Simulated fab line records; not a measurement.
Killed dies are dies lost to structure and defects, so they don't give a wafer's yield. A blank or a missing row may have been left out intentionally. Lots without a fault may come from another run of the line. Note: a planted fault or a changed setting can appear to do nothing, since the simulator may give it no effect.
Matching of chambers / flow n5_finfet / N5_FIN_SAQP_MANDREL2_REMOVE_60 on rie_si-01: 4 sister chambers
The step chemistry HBr/Cl2/O2, target a-Si, stops on SiNx, bt time 10 s. 4 wafers are shown with their chamber, then 7 later ones without.

EACH WAFER AND ITS CHAMBER
wafer=L082.2; chamber=2; drypump_motor_current_A (A)=5.3
wafer=L083.5; chamber=1; drypump_motor_current_A (A)=6.3
wafer=L085.1; chamber=0; drypump_motor_current_A (A)=6.0
wafer=L085.3; chamber=3; drypump_motor_current_A (A)=5.3

WAFERS MISSING THEIR CHAMBER
wafer=L085.5; drypump_motor_current_A (A)=6.0
wafer=L094.2; drypump_motor_current_A (A)=5.4
wafer=L094.4; drypump_motor_current_A (A)=6.3
wafer=L094.6; drypump_motor_current_A (A)=5.4
wafer=L097.2; drypump_motor_current_A (A)=6.0
wafer=L097.3; drypump_motor_current_A (A)=6.3
wafer=L097.4; drypump_motor_current_A (A)=5.3

WHICH CHAMBER EACH WENT THROUGH
wafer=L085.5; from the rows above=0; in truth=0
wafer=L094.2; from the rows above=can't be placed: 2 or 3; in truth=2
wafer=L094.4; from the rows above=1; in truth=1
wafer=L094.6; from the rows above=can't be placed: 2 or 3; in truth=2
wafer=L097.2; from the rows above=0; in truth=0
wafer=L097.3; from the rows above=1; in truth=1
wafer=L097.4; from the rows above=can't be placed: 2 or 3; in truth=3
Correctly placed: 4 of 7. Unplaceable from these rows: 3, with the true chamber sitting among the candidates in 3. Placed wrongly: 0.
How it was worked out, from the rows above alone: a wafer's distance from a chamber is the root of the sum, over the readings, of the square of ((its reading less the chamber's mean) divided by the reading's scatter). If the next closest chamber is less than 2 further off than the closest, the wafer can't be placed; otherwise it belongs to the closest. Each chamber's mean is taken over the wafers shown for it. The scatter: with one shown wafer a chamber, the root of the mean of the squares of how far each hidden wafer lies from its nearest shown one.
